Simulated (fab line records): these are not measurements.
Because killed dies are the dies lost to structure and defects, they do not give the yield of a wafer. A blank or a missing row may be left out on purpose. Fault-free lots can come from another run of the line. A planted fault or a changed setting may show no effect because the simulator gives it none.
fab line records    flow n5_finfet    part 2 of 2: steps 22 to 33 of 33
record: lots: 5  wafers: 15  last_day: 21
route steps=1938 shown WELL_APT@54 PMOS_HMC_CHANNEL_EPI@57
lots that met no fault: from a run of the same line without faults
start_h: start of the lot's first displayed wafer, in hours after the record's first day    wait_h: how many hours have passed since the lot's step before this one    " as in the row above    L1.1+2: a row that stands for several wafers    - no value, or no start was given    * or withheld: withheld    < > ~ a bound
route shown NAME@n: NAME is a module with steps in the file, n the number in the route of the first one    usual: average and standard deviation across the fault-free wafers    same: alike in all rows    chamber/n: place in a boat    sites: per-site readings    _std_site: how widely they spread, as a standard deviation    _edge_site: inner sites' mean taken away from outer sites' mean    radius_mm: how far each site lies from the wafer's centre    mask NAME#n: copy n    behind: the last tool/chamber to shape the wafer    hold: why the lot was held/for how many hours/how that ended    device: whichever transistor did not switch (one of n, p or np)    end of line: the route-end tests of the same wafers    a step with no rows: only its recipe    killed: dies that structure and defects cost at the first sort, which is not the same as the wafer's yield    map: per-die view of a wafer (x killed, . not killed, _ where there is no die)
set.NAME: the setting as run; set.NAME@STEP: as run at that earlier step    model.NAME: the simulator's own value behind a step, which no gauge read
a table for each step, a row for each wafer; lots at some steps of the route
services: a tool's chamber out of use, with start hour (start_h, from the record's first day; less than 0 if before it), hours out, and reason
== steps ==
step: N5_PMOS_HMC_CHANNEL_EPI_PRECLEAN_36
recipe: chemistry: O3/DIW  time_s: 45  temp_c: 22  o3_ppm: 10
usual: bath_heat_duty_pct: 2.4/0.38
lot.wafer  tool          chamber  start_h  wait_h  bath_heat_duty_pct
L077.1     wet_bench-04  1        36.55    0.1     2.6
L077.2     "             2        "        "       2.6
L077.4     "             3        "        "       2.3
L079.1     wet_bench-04  3        47.77    0.1     2.9
L079.5     "             5        "        "       2.9
L079.6     "             6        "        "       2.8
L093.2     wet_bench-01  1        132.22   0.1     2.2
L093.3     "             3        "        "       2.2
L093.4     "             6        "        "       1.7
L095.1     wet_bench-01  5        143.81   0.1     2.4
L095.4     "             3        "        "       2.6
L095.6     "             6        "        "       2.0
L097.3     wet_bench-01  2        156.01   0.1     2.3
L097.5     "             4        "        "       2.8
L097.6     "             3        "        "       3.0
step: N5_PMOS_HMC_CHANNEL_EPI_PRECLEAN_18
recipe: chemistry: DHF  time_s: 30  temp_c: 25  dilution: withheld
lot.wafer   tool          chamber  start_h  wait_h
L077.1+2+4  wet_bench-04  1,2,3    36.57    0.0
L079.1+5+6  wet_bench-04  3,5,6    47.79    0.0
L093.2+3+4  wet_bench-01  1,3,6    132.24   0.0
L095.1+4+6  wet_bench-01  5,3,6    143.82   0.0
L097.3+5+6  wet_bench-01  2,4,3    156.03   0.0
step: N5_PMOS_HMC_CHANNEL_EPI_SRD_19
recipe: dry: ipa_marangoni  do_ppb: 5  time_s: 30  temp_c: 23  rinse_liquid: diw
usual: bath_heat_duty_pct: 3.7/0.49
lot.wafer  tool          chamber  start_h  wait_h  bath_heat_duty_pct
L077.1     wet_bench-04  1        36.57    0.0     4.8
L077.2     "             2        "        "       4.5
L077.4     "             3        "        "       2.7
L079.1     wet_bench-04  3        47.80    0.0     3.3
L079.5     "             5        "        "       2.7
L079.6     "             6        "        "       3.8
L093.2     wet_bench-01  1        132.25   0.0     4.3
L093.3     "             3        "        "       3.6
L093.4     "             6        "        "       3.6
L095.1     wet_bench-01  5        143.83   0.0     3.1
L095.4     "             3        "        "       3.5
L095.6     "             6        "        "       3.2
L097.3     wet_bench-01  2        156.04   0.0     3.1
L097.5     "             4        "        "       4.1
L097.6     "             3        "        "       3.6
step: N5_PMOS_HMC_CHANNEL_EPI_EPI_20
recipe: material: SiGe30  mask_material: SiO2  pressure_torr: 20  target_thk_a: 590  temp_c: 600
usual: chamber_pressure_Torr: 19.99/0.042
lot.wafer  tool          chamber  start_h  wait_h  chamber_pressure_Torr
L077.1     epi_rpcvd-03  0        36.62    0.0     19.95
L077.2     "             0        "        "       20.00
L077.4     "             0        "        "       19.97
L079.1     epi_rpcvd-03  0        47.84    0.0     20.01
L079.5     "             0        "        "       20.02
L079.6     "             0        "        "       20.00
L093.2     epi_rpcvd-02  0        132.50   0.2     20.06
L093.3     "             0        "        "       20.00
L093.4     "             0        "        "       20.04
L095.1     epi_rpcvd-04  0        143.88   0.0     19.99
L095.4     "             0        "        "       19.97
L095.6     "             0        "        "       19.90
L097.3     epi_rpcvd-04  0        156.80   0.7     20.07
L097.5     "             0        "        "       19.94
L097.6     "             0        "        "       19.97
step: N5_PMOS_HMC_CHANNEL_EPI_HM_STRIP_35
recipe: chemistry: dHF  temp_c: 25  material: SiO2  target: SiO2  target_depth_a: 396  time_s: 216
usual: bath_heat_duty_pct: 6.4/0.76
lot.wafer  tool          chamber  start_h  wait_h  bath_heat_duty_pct
L077.1     wet_bench-03  7        37.86    1.0     6.1
L077.2     "             6        "        "       6.1
L077.4     "             1        "        "       7.2
L079.1     wet_bench-01  7        49.08    1.0     6.3
L079.5     "             6        "        "       5.0
L079.6     "             0        "        "       5.7
L093.2     wet_bench-04  3        133.53   0.8     5.2
L093.3     "             7        "        "       6.7
L093.4     "             0        "        "       7.4
L095.1     wet_bench-01  5        145.51   1.4     6.6
L095.4     "             6        "        "       5.6
L095.6     "             1        "        "       7.7
L097.3     wet_bench-03  0        158.25   1.1     6.8
L097.5     "             1        "        "       6.6
L097.6     "             4        "        "       7.0
step: N5_PMOS_HMC_CHANNEL_EPI_SRD_39
recipe: dry: ipa_marangoni  time_s: 30  temp_c: 23  rinse_liquid: diw
usual: bath_heat_duty_pct: 3.7/0.52
lot.wafer  tool          chamber  start_h  wait_h  bath_heat_duty_pct
L077.1     wet_bench-03  7        37.92    0.0     4.0
L077.2     "             6        "        "       4.5
L077.4     "             1        "        "       2.7
L079.1     wet_bench-01  7        49.14    0.0     3.8
L079.5     "             6        "        "       2.9
L079.6     "             0        "        "       3.9
L093.2     wet_bench-04  3        133.59   0.0     3.4
L093.3     "             7        "        "       3.4
L093.4     "             0        "        "       4.1
L095.1     wet_bench-01  5        145.58   0.0     3.6
L095.4     "             6        "        "       4.0
L095.6     "             1        "        "       4.7
L097.3     wet_bench-03  0        158.31   0.0     3.7
L097.5     "             1        "        "       3.7
L097.6     "             4        "        "       4.1
step: N5_PMOS_HMC_CHANNEL_EPI_CMP_21
recipe: material: SiGe30  post_cmp_clean: alkaline_brush  target_thk_nm: 54
usual: motor_current_A: 12.2/1.1
lot.wafer  tool    chamber  start_h  wait_h  motor_current_A
L077.1     cmp-04  0        37.96    0.0     12.6
L077.2     "       2        "        "       11.6
L077.4     "       3        "        "       12.6
L079.1     cmp-03  3        49.22    0.1     11.8
L079.6     "       2        "        "       10.4
L079.5     "       3        "        "       12.3
L093.3     cmp-01  2        133.63   0.0     10.2
L093.4     "       3        "        "       14.5
L093.2     "       0        "        "       11.7
L095.1     cmp-03  1        145.62   0.0     10.8
L095.4     "       3        "        "       12.5
L095.6     "       1        "        "       11.3
L097.3     cmp-04  3        158.39   0.1     12.1
L097.5     "       2        "        "       12.1
L097.6     "       3        "        "       12.5
step: N5_PMOS_HMC_CHANNEL_EPI_THK_MEAS_22
recipe: reads: SiGe30_of_PMOS_HMC_CHANNEL_EPI_EPI_20
usual: HMC_CMP_THK: 54.9/1.3
lot.wafer  tool           chamber  start_h  wait_h  HMC_CMP_THK[nm]
L077.1     film_metro-02  -        38.25    -       53.9
L077.2     "              -        "        "       54.6
L077.4     "              -        "        "       54.0
L079.1     film_metro-02  -        49.47    -       54.3
L079.5     "              -        "        "       54.2
L079.6     "              -        "        "       54.3
L093.2     film_metro-02  -        133.93   -       54.1
L093.3     "              -        "        "       55.3
L093.4     "              -        "        "       55.7
L095.1     film_metro-02  -        145.91   -       56.6
L095.4     "              -        "        "       53.6
L095.6     "              -        "        "       53.3
L097.3     film_metro-01  -        158.65   -       53.6
L097.5     "              -        "        "       56.8
L097.6     "              -        "        "       53.7
step: N5_PMOS_HMC_CHANNEL_EPI_PRECLEAN_40
recipe: chemistry: DHF  time_s: 30  temp_c: 25  dilution: withheld
lot.wafer   tool          chamber  start_h  wait_h
L077.1+2+4  wet_bench-01  3,4,7    38.28    0.0
L079.1+5+6  wet_bench-03  6,2,7    49.50    0.0
L093.2+3+4  wet_bench-03  0,3,1    133.95   0.0
L095.1+4+6  wet_bench-04  6,3,4    145.94   0.0
L097.3+5+6  wet_bench-04  1,6,0    158.68   0.0
step: N5_PMOS_HMC_CHANNEL_EPI_PRECLEAN_37
recipe: chemistry: O3/DIW  time_s: 45  temp_c: 22  o3_ppm: 10
usual: bath_heat_duty_pct: 2.4/0.44
lot.wafer  tool          chamber  start_h  wait_h  bath_heat_duty_pct
L077.1     wet_bench-01  3        38.29    0.0     2.6
L077.2     "             4        "        "       2.6
L077.4     "             7        "        "       2.7
L079.1     wet_bench-03  6        49.51    0.0     2.5
L079.5     "             2        "        "       3.0
L079.6     "             7        "        "       1.4
L093.2     wet_bench-03  0        133.96   0.0     2.2
L093.3     "             3        "        "       2.3
L093.4     "             1        "        "       2.1
L095.1     wet_bench-04  6        145.95   0.0     3.0
L095.4     "             3        "        "       2.1
L095.6     "             4        "        "       2.1
L097.3     wet_bench-04  1        158.69   0.0     2.4
L097.5     "             6        "        "       1.9
L097.6     "             0        "        "       2.4
step: N5_PMOS_HMC_CHANNEL_EPI_PRECLEAN_24
recipe: chemistry: DHF  time_s: 30  temp_c: 25  dilution: withheld
lot.wafer   tool          chamber  start_h  wait_h
L077.1+2+4  wet_bench-01  3,4,7    38.30    0.0
L079.1+5+6  wet_bench-03  6,2,7    49.53    0.0
L093.2+3+4  wet_bench-03  0,3,1    133.98   0.0
L095.1+4+6  wet_bench-04  6,3,4    145.96   0.0
L097.3+5+6  wet_bench-04  1,6,0    158.70   0.0
step: N5_PMOS_HMC_CHANNEL_EPI_SRD_25
recipe: dry: ipa_marangoni  do_ppb: 5  time_s: 30  temp_c: 23  rinse_liquid: diw
usual: bath_heat_duty_pct: 3.8/0.58
lot.wafer  tool          chamber  start_h  wait_h  bath_heat_duty_pct
L077.1     wet_bench-01  3        38.31    0.0     3.9
L077.2     "             4        "        "       3.6
L077.4     "             7        "        "       3.6
L079.1     wet_bench-03  6        49.53    0.0     3.1
L079.5     "             2        "        "       4.0
L079.6     "             7        "        "       3.5
L093.2     wet_bench-03  0        133.98   0.0     4.6
L093.3     "             3        "        "       4.0
L093.4     "             1        "        "       2.8
L095.1     wet_bench-04  6        145.97   0.0     4.5
L095.4     "             3        "        "       4.0
L095.6     "             4        "        "       3.2
L097.3     wet_bench-04  1        158.71   0.0     5.1
L097.5     "             6        "        "       4.6
L097.6     "             0        "        "       3.7
== services ==
tool             chamber  start_h  hours  kind
cmp-04           -        11.89    1.1    repair
cmp-03           -        15.02    1.9    repair
cmp-04           -        15.20    0.6    repair
arfi_scanner-01  -        28.35    1.0    pm
rie_si-03        -        29.16    0.2    repair
epi_rpcvd-02     -        33.81    1.6    repair
pecvd-04         0        35.93    7.1    repair
rie_diel-03      1        42.31    1.9    repair
rie_si-06        -        53.60    2.8    pm
epi_rpcvd-04     -        57.62    6.0    pm
rie_si-06        1        58.04    22.9   repair
arfi_scanner-01  -        58.25    1.3    pm
pecvd-04         -        60.31    0.6    repair
cmp-03           -        70.51    3.6    repair
pecvd-02         -        82.07    9.8    repair
rie_si-03        3        82.67    7.6    repair
epi_rpcvd-03     -        87.00    6.0    pm
arfi_scanner-01  -        100.69   3.1    pm
rie_diel-06      -        105.21   0.6    repair
rie_si-06        -        107.87   14.6   pm
cmp-04           -        122.74   6.0    pm
rie_si-06        -        129.99   0.2    repair
arfi_scanner-01  -        146.30   0.8    pm
arfi_scanner-01  -        148.26   3.3    repair
